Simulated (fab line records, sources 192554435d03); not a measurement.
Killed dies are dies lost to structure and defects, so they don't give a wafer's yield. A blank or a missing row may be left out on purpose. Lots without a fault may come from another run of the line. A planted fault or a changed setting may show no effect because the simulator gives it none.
One fault seen from 2 desks | flow n5_finfet | each desk has only its own numbers; what lay behind them comes last
Where a reading is given only as a bound, like >300, the bound stands for it, and a mean or a difference that rests on one is marked > or <: the true number lies beyond.

THE METROLOGY DESK
What the gauges read, lot by lot, whatever tool the lot ran on: means of the sampled wafers that have a number. A lot is out of limits, marked OUT, if its mean lies more than 4 standard deviations from the usual mean; the brackets give that distance.
Columns: A = NWFM_OVL at N5_HKMG_FIN_OVL_MEAS_13, usual 0.3 nm
lot  | first seen here | A
L432 | day 4 03:55     | 0.8
L433 | day 4 08:05     | 0.3
L434 | day 4 14:42     | -0.9
L436 | day 5 01:47     | 0.4
L444 | day 7 07:14     | 0.8
L445 | day 7 12:46     | 0.1
L447 | day 7 20:51     | -0.2
L449 | day 8 07:01     | 0.3
L451 | day 8 23:46     | 1.5
L452 | day 9 04:27     | -0.6
L455 | day 9 23:16     | 0.6
L454 | day 10 00:01    | 1.1
This desk's finding: nothing out of limits on any of the 12 lots.

THE DEFECT DESK
What the inspections along the route counted, lot by lot: means of the sampled wafers that have a number. A lot is out of limits, marked OUT, if its mean lies more than 4 standard deviations from the usual mean; the brackets give that distance.
Columns: A = raw_defect_count at N5_HKMG_FIN_INSPECT_14, usual 2.2
lot  | first seen here | A
L432 | day 4 03:56     | 1.7
L433 | day 4 08:07     | 1.3
L434 | day 4 14:43     | 2.0
L436 | day 5 01:49     | 2.0
L444 | day 7 07:15     | >300 (+99 or more) OUT
L445 | day 7 12:48     | >300 (+99 or more) OUT
L447 | day 7 20:53     | 2.0
L449 | day 8 07:02     | 2.7
L451 | day 8 23:48     | 3.5
L452 | day 9 04:28     | 1.3
L455 | day 9 23:17     | 2.7
L454 | day 10 00:02    | 3.0
This desk's finding: out of limits on L444, L445; first on L444, day 7 07:15 (raw_defect_count at N5_HKMG_FIN_INSPECT_14). In limits: L432, L433, L434, L436, L447, L449, L451, L452, L455, L454.

PUT TOGETHER
The defect desk could have raised an alarm at day 7 07:15, on L444, L445.
The metrology desk saw nothing out of limits.
The metrology desk has L444, L445 on record, within its limits.
Of the lots named, all ran N5_HKMG_FIN_WET_ETCH_76 on wet_bench-06.

WHAT THE SIMULATOR HAD PUT IN
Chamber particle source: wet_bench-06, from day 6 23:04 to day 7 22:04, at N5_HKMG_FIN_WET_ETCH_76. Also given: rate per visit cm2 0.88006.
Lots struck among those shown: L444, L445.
Hours from the fault's start to each desk's first reading out of limits: the defect desk, 8.
